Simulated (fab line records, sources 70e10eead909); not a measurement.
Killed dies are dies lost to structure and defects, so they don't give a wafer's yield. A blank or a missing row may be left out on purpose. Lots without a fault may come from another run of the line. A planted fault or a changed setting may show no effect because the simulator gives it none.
Problem report in the 8D (eight disciplines) form, filled by code | flow nand_harc | the parts of the form that need people (team, actions taken, sign-off) are left out

1. THE PROBLEM
cd_nm at NHARC_P_M0_CD_MEAS_09 reads a mean of 57.5 nm on 9 wafers of 3 lots; wafers without a fault read 90.1 nm with a standard deviation of 0.55. That is -59 standard deviations from the usual mean.
The step: target cd 90 nm.
First seen on wafer L258.2, day 9 15:13, on cd_sem-03. The record holds 45 wafers of 15 lots with a number at this step. Rule for "out", or "out of limits": more than 4 standard deviations from the usual mean. The other wafers with a number count as sound.

2. WHAT IT IS AND WHAT IT IS NOT
question                    | is                     | is not
which readings at this step | cd_nm                  | -
which lots                  | L258, L261, L262       | L243, L244, L245, L246, L247, L249, L250, L252, L254, L260, L264, L266
which wafers of those lots  | all that have a number | -
read on which gauges        | cd_sem-02, cd_sem-03   | cd_sem-01
when                        | from day 9 15:13       | up to then (27 sound wafers); but 9 sound wafers of L260, L264, L266 came after

3. SUSPECTS, AND WHAT RULES EACH OUT
Counting: a tool at a process step up to the reading stays a suspect if it ran every lot that is out and no sound lot after the first of them.
- the gauge at NHARC_P_M0_CD_MEAS_09: ruled out. The wafers that are out were read on 2 gauges (cd_sem-02, cd_sem-03).
- arfi_scanner-02 at NHARC_P_M0_EXPOSE_06 (exposes mask P M0, target cd 90 nm): kept. It ran every lot that is out, first L258 (day 9 15:05), and no sound lot after that; its last sound lot up to then is L244 (day 6 00:46). Its own readings are out on those wafers: exposure_dose_mJ_cm2.
Left after counting: arfi_scanner-02 at NHARC_P_M0_EXPOSE_06.

4. THE CAUSE (what the simulator had put in)
Process parameter drift: arfi_scanner-02, from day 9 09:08 on, at NHARC_P_M0_EXPOSE_06. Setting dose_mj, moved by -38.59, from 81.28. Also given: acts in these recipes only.
Counting left only this tool.

5. THE CHAIN OF EFFECTS, in route order
Each row: a reading whose mean over the struck wafers that have a number lies more than 3 standard deviations from the usual. Only readings for which the record gives a usual standard deviation are gone through. hours: the time from each lot's start at the first step in this table that gives one to its start at this step, as a median over the lots. sigmas: the change in usual standard deviations.
hours | step                  | reading              | usual   | on struck wafers | change | sigmas
0     | NHARC_P_M0_EXPOSE_06  | exposure_dose_mJ_cm2 | 81.23   | 48.00            | -33.23 | -99 or more
0     | NHARC_P_M0_CD_MEAS_09 | cd_nm                | 90.1 nm | 57.5             | -32.6  | -59
The process steps in it:
- NHARC_P_M0_EXPOSE_06: exposes mask P M0, target cd 90 nm.

6. WHAT WOULD HAVE CAUGHT IT SOONER
In this record the first reading out of limits at a measuring or inspecting step was taken at day 9 15:13, 6 hours after the fault began at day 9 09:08.
The tool's own readings at NHARC_P_M0_EXPOSE_06 were out on every struck wafer that the step has a row for (exposure_dose_mJ_cm2): an alarm limit on them would have fired on the first of those.
Of the lots that are out (3), L261, L262 began NHARC_P_M0_EXPOSE_06 on arfi_scanner-02 after day 9 15:13. A hold on the tool at that time would have spared those 2.
